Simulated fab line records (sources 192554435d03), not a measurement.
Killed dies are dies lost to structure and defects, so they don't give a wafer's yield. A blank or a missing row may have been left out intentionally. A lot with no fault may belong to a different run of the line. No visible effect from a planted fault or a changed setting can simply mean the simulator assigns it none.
Which tool did it? / flow n5_finfet / 10 lots with 30 wafers sampled at 5 steps, on a route of 1938 steps

WHAT THE GAUGES READ, wafer by wafer
N5_BEOL_M14_OVL_MEAS_11. Usual: for V13_OVL the level is -3 nm and the standard deviation is 5.3.
lot=L404; measured=day 10 23:05; on=overlay-02; V13_OVL (nm)=3 -1 -12; flag=
lot=L409; measured=day 12 06:19; on=overlay-01; V13_OVL (nm)=-20 -16 -7; flag=
lot=L412; measured=day 13 13:56; on=overlay-02; V13_OVL (nm)=1 -9 0; flag=
lot=L416; measured=day 14 06:26; on=overlay-01; V13_OVL (nm)=-2 2 -2; flag=
lot=L415; measured=day 14 15:51; on=overlay-01; V13_OVL (nm)=-5 -6 -6; flag=
lot=L421; measured=day 15 21:02; on=overlay-02; V13_OVL (nm)=-10 3 0; flag=
lot=L423; measured=day 16 06:25; on=overlay-01; V13_OVL (nm)=0 -2 0; flag=
lot=L424; measured=day 16 10:14; on=overlay-01; V13_OVL (nm)=7 3 5; flag=
lot=L426; measured=day 17 04:27; on=overlay-01; V13_OVL (nm)=1 4 -1; flag=
lot=L427; measured=day 17 10:44; on=overlay-02; V13_OVL (nm)=-5 -1 4; flag=

N5_BEOL_M14_OVL_MEAS_29. Usual: for M14_OVL the level is 0 nm and the standard deviation is 4.7.
lot=L404; measured=day 11 00:01; on=overlay-02; M14_OVL (nm)=-4 -6 -1; flag=
lot=L409; measured=day 12 07:18; on=overlay-01; M14_OVL (nm)=4 5 9; flag=
lot=L412; measured=day 13 15:08; on=overlay-01; M14_OVL (nm)=0 0 8; flag=
lot=L416; measured=day 14 07:17; on=overlay-02; M14_OVL (nm)=-2 10 -3; flag=
lot=L415; measured=day 14 16:50; on=overlay-02; M14_OVL (nm)=-8 -8 -2; flag=
lot=L421; measured=day 15 22:14; on=overlay-01; M14_OVL (nm)=0 0 0; flag=
lot=L423; measured=day 16 07:17; on=overlay-01; M14_OVL (nm)=-1 3 3; flag=
lot=L424; measured=day 16 11:05; on=overlay-02; M14_OVL (nm)=-5 -2 0; flag=
lot=L426; measured=day 17 05:33; on=overlay-01; M14_OVL (nm)=-13 3 -3; flag=
lot=L427; measured=day 17 11:43; on=overlay-02; M14_OVL (nm)=-3 2 3; flag=

N5_BEOL_M14_INSPECT_30: inspects for defects (macro). Usual: raw_defect_count at 2.3, with a standard deviation of 1.4.
lot=L404; measured=day 11 00:02; on=defect_inspect-01; raw_defect_count=5 4 1; flag=
lot=L409; measured=day 12 07:20; on=defect_inspect-02; raw_defect_count=3 3 2; flag=
lot=L412; measured=day 13 15:10; on=defect_inspect-02; raw_defect_count=2 2 4; flag=
lot=L416; measured=day 14 07:18; on=defect_inspect-02; raw_defect_count=2 0 1; flag=
lot=L415; measured=day 14 16:51; on=defect_inspect-01; raw_defect_count=4 3 4; flag=
lot=L421; measured=day 15 22:16; on=defect_inspect-01; raw_defect_count=263 278 247; flag=OFF
lot=L423; measured=day 16 07:18; on=defect_inspect-01; raw_defect_count=1 3 1; flag=
lot=L424; measured=day 16 11:07; on=defect_inspect-02; raw_defect_count=272 267 287; flag=OFF
lot=L426; measured=day 17 05:34; on=defect_inspect-01; raw_defect_count=3 3 3; flag=
lot=L427; measured=day 17 11:44; on=defect_inspect-02; raw_defect_count=2 0 2; flag=

N5_BEOL_M14_OCD_MEAS_35. Usual: trench_depth_nm at 555 nm, with a standard deviation of 9.4.
lot=L404; measured=day 11 00:44; on=ocd-02; trench_depth_nm (nm)=541 554 542; flag=
lot=L409; measured=day 12 07:59; on=ocd-01; trench_depth_nm (nm)=549 547 546; flag=
lot=L412; measured=day 13 15:52; on=ocd-02; trench_depth_nm (nm)=553 552 552; flag=
lot=L416; measured=day 14 07:57; on=ocd-02; trench_depth_nm (nm)=542 548 567; flag=
lot=L415; measured=day 14 17:30; on=ocd-02; trench_depth_nm (nm)=547 563 547; flag=
lot=L421; measured=day 15 22:55; on=ocd-01; trench_depth_nm (nm)=563 549 545; flag=
lot=L423; measured=day 16 08:46; on=ocd-01; trench_depth_nm (nm)=548 555 542; flag=
lot=L424; measured=day 16 11:50; on=ocd-02; trench_depth_nm (nm)=558 555 561; flag=
lot=L426; measured=day 17 06:13; on=ocd-02; trench_depth_nm (nm)=562 552 568; flag=
lot=L427; measured=day 17 12:23; on=ocd-01; trench_depth_nm (nm)=549 564 566; flag=

WHICH TOOL RAN EACH LOT (tool, then ch and the chambers of the sampled wafers, then the start)
lot=L404; N5_BEOL_M14_VIA_ETCH_16=rie_diel-06 ch 0,2,3, day 10 23:17
lot=L409; N5_BEOL_M14_VIA_ETCH_16=rie_diel-06 ch 2,3, day 12 06:28
lot=L412; N5_BEOL_M14_VIA_ETCH_16=rie_diel-05 ch 0,3, day 13 14:26
lot=L416; N5_BEOL_M14_VIA_ETCH_16=rie_diel-05 ch 1,2,3, day 14 06:34
lot=L415; N5_BEOL_M14_VIA_ETCH_16=rie_diel-02 ch 0,1,3, day 14 16:00
lot=L421; N5_BEOL_M14_VIA_ETCH_16=rie_diel-05 ch 0,1, day 15 21:25
lot=L423; N5_BEOL_M14_VIA_ETCH_16=rie_diel-06 ch 0,1,3, day 16 06:35
lot=L424; N5_BEOL_M14_VIA_ETCH_16=rie_diel-05 ch 0,1,3, day 16 10:23
lot=L426; N5_BEOL_M14_VIA_ETCH_16=rie_diel-02 ch 1,2, day 17 04:43
lot=L427; N5_BEOL_M14_VIA_ETCH_16=rie_diel-06 ch 0,1,2, day 17 10:53
- N5_BEOL_M14_VIA_ETCH_16: etches SiO2 in C4F8/O2/Ar, target depth 1231.3 nm.

WHAT THE TOOLS THEMSELVES READ (means of the sampled wafers that have a number; where no wafer has one, the mark that the record gives instead)
N5_BEOL_M14_VIA_ETCH_16. Usual: C4F8_flow_sccm 16.01 sccm, standard deviation 0.047; drypump_motor_current_A 5.8 A, standard deviation 0.46; he_inner_torr 14.999 Torr, standard deviation 0.028; he_outer_torr 30.01 Torr, standard deviation 0.06; mfc_ar_sccm 400.0 sccm, standard deviation 1.2; oes_f_703_au 0.81 a.u., standard deviation 0.081; oes_product_au 0.73 a.u., standard deviation 0.078; rf_vpp_V 2236 V, standard deviation 20; showerhead_plenum_p_Torr 3.47 Torr, standard deviation 0.12; throttle_valve_pct 30.80 %, standard deviation 0.27.
lot=L404; tool=rie_diel-06; C4F8_flow_sccm (sccm)=16.05; drypump_motor_current_A (A)=5.5; he_inner_torr (Torr)=14.999; he_outer_torr (Torr)=30.04; mfc_ar_sccm (sccm)=399.2; oes_f_703_au (a.u.)=0.74; oes_product_au (a.u.)=0.67; rf_vpp_V (V)=2223; showerhead_plenum_p_Torr (Torr)=3.42; throttle_valve_pct (%)=31.08; flag=
lot=L409; tool=rie_diel-06; C4F8_flow_sccm (sccm)=15.97; drypump_motor_current_A (A)=5.3; he_inner_torr (Torr)=15.004; he_outer_torr (Torr)=30.02; mfc_ar_sccm (sccm)=401.3; oes_f_703_au (a.u.)=0.75; oes_product_au (a.u.)=0.67; rf_vpp_V (V)=2232; showerhead_plenum_p_Torr (Torr)=3.38; throttle_valve_pct (%)=31.08; flag=
lot=L412; tool=rie_diel-05; C4F8_flow_sccm (sccm)=15.98; drypump_motor_current_A (A)=5.6; he_inner_torr (Torr)=14.987; he_outer_torr (Torr)=30.04; mfc_ar_sccm (sccm)=400.0; oes_f_703_au (a.u.)=0.79; oes_product_au (a.u.)=0.72; rf_vpp_V (V)=2220; showerhead_plenum_p_Torr (Torr)=3.40; throttle_valve_pct (%)=30.64; flag=
lot=L416; tool=rie_diel-05; C4F8_flow_sccm (sccm)=16.04; drypump_motor_current_A (A)=5.2; he_inner_torr (Torr)=15.007; he_outer_torr (Torr)=30.01; mfc_ar_sccm (sccm)=399.9; oes_f_703_au (a.u.)=0.75; oes_product_au (a.u.)=0.68; rf_vpp_V (V)=2246; showerhead_plenum_p_Torr (Torr)=3.53; throttle_valve_pct (%)=30.92; flag=
lot=L415; tool=rie_diel-02; C4F8_flow_sccm (sccm)=15.98; drypump_motor_current_A (A)=6.3; he_inner_torr (Torr)=14.988; he_outer_torr (Torr)=30.06; mfc_ar_sccm (sccm)=401.1; oes_f_703_au (a.u.)=0.79; oes_product_au (a.u.)=0.71; rf_vpp_V (V)=2236; showerhead_plenum_p_Torr (Torr)=3.44; throttle_valve_pct (%)=30.55; flag=
lot=L421; tool=rie_diel-05; C4F8_flow_sccm (sccm)=15.96; drypump_motor_current_A (A)=5.4; he_inner_torr (Torr)=15.003; he_outer_torr (Torr)=30.00; mfc_ar_sccm (sccm)=400.5; oes_f_703_au (a.u.)=0.78; oes_product_au (a.u.)=0.70; rf_vpp_V (V)=2250; showerhead_plenum_p_Torr (Torr)=3.40; throttle_valve_pct (%)=31.00; flag=
lot=L423; tool=rie_diel-06; C4F8_flow_sccm (sccm)=16.00; drypump_motor_current_A (A)=5.8; he_inner_torr (Torr)=14.980; he_outer_torr (Torr)=30.05; mfc_ar_sccm (sccm)=400.0; oes_f_703_au (a.u.)=0.83; oes_product_au (a.u.)=0.76; rf_vpp_V (V)=2231; showerhead_plenum_p_Torr (Torr)=3.52; throttle_valve_pct (%)=31.04; flag=
lot=L424; tool=rie_diel-05; C4F8_flow_sccm (sccm)=15.96; drypump_motor_current_A (A)=5.3; he_inner_torr (Torr)=15.038; he_outer_torr (Torr)=30.03; mfc_ar_sccm (sccm)=399.8; oes_f_703_au (a.u.)=0.84; oes_product_au (a.u.)=0.76; rf_vpp_V (V)=2238; showerhead_plenum_p_Torr (Torr)=3.42; throttle_valve_pct (%)=30.84; flag=
lot=L426; tool=rie_diel-02; C4F8_flow_sccm (sccm)=15.99; drypump_motor_current_A (A)=6.1; he_inner_torr (Torr)=15.022; he_outer_torr (Torr)=29.99; mfc_ar_sccm (sccm)=399.2; oes_f_703_au (a.u.)=0.89; oes_product_au (a.u.)=0.80; rf_vpp_V (V)=2249; showerhead_plenum_p_Torr (Torr)=3.52; throttle_valve_pct (%)=30.51; flag=
lot=L427; tool=rie_diel-06; C4F8_flow_sccm (sccm)=15.98; drypump_motor_current_A (A)=5.6; he_inner_torr (Torr)=15.013; he_outer_torr (Torr)=30.00; mfc_ar_sccm (sccm)=401.3; oes_f_703_au (a.u.)=0.88; oes_product_au (a.u.)=0.80; rf_vpp_V (V)=2232; showerhead_plenum_p_Torr (Torr)=3.54; throttle_valve_pct (%)=31.09; flag=

THE ANSWER, worked out from the rows above alone
Rule: lot off if the mean of its wafers having a number is beyond 3 standard deviations from the usual mean. A lot without any number at a reading at which 4 lots or more have one is off too. Any other lot the step has rows for is counted as sound. The gauges are gone through in route order, then the tools' own readings, and for those a lot's mean is taken as printed above. The first step at which some lot is off is used, and at that step the reading that is off furthest; a lot without a number counts as furthest.
Off, at N5_BEOL_M14_INSPECT_30 on raw_defect_count: L421, L424.
If a tool, at a process step before that reading, ran all the lots that are off and no sound lot after the first of them, it fits. Those tools and the gauges at N5_BEOL_M14_INSPECT_30 are tried in the same way. One candidate fits, namely rie_diel-05 at N5_BEOL_M14_VIA_ETCH_16. Its last sound lot is L416 (day 14 06:34), its first lot that is off L421 (day 15 21:25): a fault that began between those two fits.

WHAT THE SIMULATOR HAD PUT IN
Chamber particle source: rie_diel-05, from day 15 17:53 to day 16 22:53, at N5_BEOL_M14_VIA_ETCH_16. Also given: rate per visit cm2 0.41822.
Shown lots that were struck: L421, L424. Same finding as the rule above.
